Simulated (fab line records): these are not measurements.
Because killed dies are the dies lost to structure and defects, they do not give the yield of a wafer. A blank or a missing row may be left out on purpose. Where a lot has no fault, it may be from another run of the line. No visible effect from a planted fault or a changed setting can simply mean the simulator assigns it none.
A single fault, viewed from 2 desks ; flow n5 finfet ; each desk has only its own numbers; what lay behind them comes last

== FOR THE TOOL OWNER'S DESK: pecvd-01 ==
The tool's own readings at N5_MOL_CONTACT_COAG_PECVD_31 (deposits SiO2 from TEOS/O2, target thk 46 nm, time 8.9 s): means of the sampled wafers that have a number, for each lot that ran on this tool. The brackets show how far a lot's mean lies from the usual mean; more than 4 standard deviations puts the lot out of limits, marked OUT.
Columns: A = susceptor temp C at N5_MOL_CONTACT_COAG_PECVD_31, usual 399.99 C
lot;first seen here;A
L636;day 8 05:58;402.93 (+13) OUT
L638;day 8 13:25;403.36 (+15) OUT
Finding of this desk: L636, L638 out of limits; the first was L636 at day 8 05:58, on susceptor temp C at N5_MOL_CONTACT_COAG_PECVD_31. In limits: none.

== AT THE METROLOGY DESK ==
Means of the sampled wafers that have a number, per lot and without regard to the tool the lot ran on: this is what the gauges read. The brackets show how far a lot's mean lies from the usual mean; more than 4 standard deviations puts the lot out of limits, marked OUT. Shown here are 7 of its 12 readings, the ones lying furthest out on some lot.
Columns: A = VIA_MOL_THK at N5_MOL_CONTACT_COAG_THK_MEAS_53, usual 44.3 nm; B = DIBL_P at N5_BEOL_M4_RC_MEAS_101, usual 36.2 mV/V; C = IOFF_N at N5_BEOL_M4_RC_MEAS_101, usual 0.16 nA/um; D = IOFF_P at N5_BEOL_M4_RC_MEAS_101, usual 0.21 nA/um; E = ION_P at N5_BEOL_M4_RC_MEAS_101, usual 462 uA/um; F = SS_N at N5_BEOL_M4_RC_MEAS_101, usual 71.4 mV/dec; G = VT_P at N5_BEOL_M4_RC_MEAS_101, usual -251 mV
lot;first seen here;A;B;C;D;E;F;G
L628;day 5 23:11;44.7;34.9;0.14;0.19;466;71.0;-252
L635;day 7 21:17;43.6;33.5;0.12;0.18;455;70.6;-252
L636;day 8 05:01;43.0;36.7;0.15;0.19;460;71.1;-253
L638;day 8 12:53;43.6;36.8;0.14;0.22;462;71.4;-248
L641;day 9 07:20;44.5;36.0;0.16;0.22;465;71.7;-249
L643;day 9 21:47;44.0;34.8;0.15;0.20;461;71.2;-252
L644;day 10 01:19;43.9;36.0;0.14;0.19;458;70.9;-252
L645;day 10 05:35;43.9;35.4;0.14;0.22;464;71.4;-249
L646;day 10 15:24;44.2;35.9;0.15;0.21;458;71.4;-251
L647;day 10 18:47;44.5;35.8;0.14;0.16;452;71.0;-258
Result from this desk: across the 10 lots, nothing is out of limits.

== TAKEN TOGETHER ==
On L636, L638, at day 8 05:58, an alarm was possible from the tool owner's desk.
Nothing out of limits was seen by the metrology desk.
The metrology desk holds a record of L636, L638, inside its limits.
N5_MOL_CONTACT_COAG_PECVD_31 was run on pecvd-01 by each of the lots named.

== WHAT THE SIMULATOR HAD INSERTED ==
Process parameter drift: pecvd-01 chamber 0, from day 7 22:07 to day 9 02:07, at N5_MOL_CONTACT_COAG_PECVD_31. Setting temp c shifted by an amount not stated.
Shown lots that were struck: L636, L638.
Each desk's first reading out of limits, in hours after the fault started: the tool owner's desk, 8.
